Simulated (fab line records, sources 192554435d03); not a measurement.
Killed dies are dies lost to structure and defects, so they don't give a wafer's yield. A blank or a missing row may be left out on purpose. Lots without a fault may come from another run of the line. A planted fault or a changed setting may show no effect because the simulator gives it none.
Chamber matching | flow n5_finfet | N5_BEOL_M0_ALD_136 on ald_metal-03: 4 sister chambers
The step deposits TaN, pulse time 2 s, purge time 3 s, co reactant purge time 2 s. 8 wafers are shown with their chamber, then 7 later ones without.

WAFERS WITH THEIR CHAMBER
wafer  | chamber | heater_power_w (W)
L078.1 | 3       | 486
L082.4 | 3       | 491
L082.6 | 2       | 476
L087.3 | 1       | 386
L087.4 | 0       | 381
L087.6 | 2       | 457
L088.3 | 1       | 375
L088.5 | 0       | 391

WAFERS WITHOUT THEIR CHAMBER
wafer  | heater_power_w (W)
L088.6 | 389
L090.3 | 493
L090.5 | 388
L090.6 | 480
L097.1 | 453
L097.3 | 498
L097.5 | 384

WHICH CHAMBER EACH WENT THROUGH
wafer  | from the rows above     | in truth
L088.6 | can't be placed: 0 or 1 | 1
L090.3 | 3                       | 3
L090.5 | can't be placed: 0 or 1 | 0
L090.6 | can't be placed: 3 or 2 | 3
L097.1 | 2                       | 2
L097.3 | 3                       | 3
L097.5 | can't be placed: 0 or 1 | 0
Placed correctly: 3 of 7. Can't be placed from these rows: 4 (the true chamber is among the candidates in 4). Placed wrongly: 0.
How it was worked out, from the rows above alone: a wafer's distance from a chamber is the root of the sum, over the readings, of the square of ((its reading less the chamber's mean) divided by the reading's scatter). The wafer belongs to the nearest chamber; if the next one is less than 2 further off, it can't be placed. A chamber's mean is the mean of its shown wafers. The scatter: the root of (the sum of the squares of (reading less its chamber's mean) over the shown wafers, divided by (wafers less chambers)).
